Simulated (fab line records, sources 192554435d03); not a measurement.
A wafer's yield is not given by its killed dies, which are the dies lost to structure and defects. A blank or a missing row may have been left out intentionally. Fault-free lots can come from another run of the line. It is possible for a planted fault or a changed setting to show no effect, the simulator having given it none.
Matching of chambers    flow n5Finfet    3 sister chambers for N5_BEOL_M8_DEP_56 on pecvd-01
The step deposits SiCN from 3MS/NH3, target thk 10 nm, time 17.5 s. 20 wafers are shown with their chamber, then 10 later ones without.

== WAFERS PAIRED WITH THEIR CHAMBERS ==
wafer   chamber  throttleValvePct (%)  showerheadPlenumPTorr (Torr)
L074.1  1        10.1                  3.707
L074.3  0        8.7                   3.669
L074.6  0        8.8                   3.672
L076.1  1        10.0                  3.709
L076.4  2        8.1                   3.670
L076.5  1        10.0                  3.705
L077.1  0        8.7                   3.667
L077.4  2        8.2                   3.678
L077.5  0        8.6                   3.677
L080.1  1        9.9                   3.697
L080.4  2        8.2                   3.675
L080.6  0        8.8                   3.664
L081.1  0        8.5                   3.663
L081.3  1        10.1                  3.699
L081.4  0        8.8                   3.667
L084.1  0        8.8                   3.665
L084.4  1        10.0                  3.700
L084.6  2        8.3                   3.681
L085.2  0        8.6                   3.672
L085.3  2        8.4                   3.671

SIGNATURES (means of the wafers above)
reading                chamber 0  chamber 1  chamber 2  scatter within a chamber
throttleValvePct       8.700      10.017     8.240      0.103
showerheadPlenumPTorr  3.66844    3.70283    3.67500    0.00465
Rule: for each reading, subtract the chamber's mean from the wafer's reading, divide by that reading's scatter and square the result; add these up over the readings and take the root, which gives the wafer's distance from the chamber. The wafer belongs to the nearest chamber; if the next one is less than 2 further off, it can't be placed. How the scatter is found: for the shown wafers, subtract from each reading the mean of its chamber, square and add these, divide the total by (wafers less chambers), then take the root.

== WAFERS WITHOUT THEIR CHAMBER ==
wafer   throttleValvePct (%)  showerheadPlenumPTorr (Torr)
L085.4  8.3                   3.694
L088.1  8.6                   3.670
L088.3  9.9                   3.716
L088.6  8.2                   3.676
L094.1  8.4                   3.675
L094.2  8.8                   3.667
L094.5  8.8                   3.665
L096.2  8.5                   3.671
L096.4  9.9                   3.697
L096.5  8.3                   3.679

== WHICH CHAMBER EACH WENT THROUGH ==
wafer   from the rows above      in truth
L085.4  2                        2
L088.1  0                        0
L088.3  1                        1
L088.6  2                        2
L094.1  can't be placed: 2 or 0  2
L094.2  0                        0
L094.5  0                        0
L096.2  can't be placed: 0 or 2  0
L096.4  1                        1
L096.5  2                        2
Correctly placed: 8 of 10. Can't be placed from these rows: 2 (the true chamber is among the candidates in 2). Wrongly placed: 0.
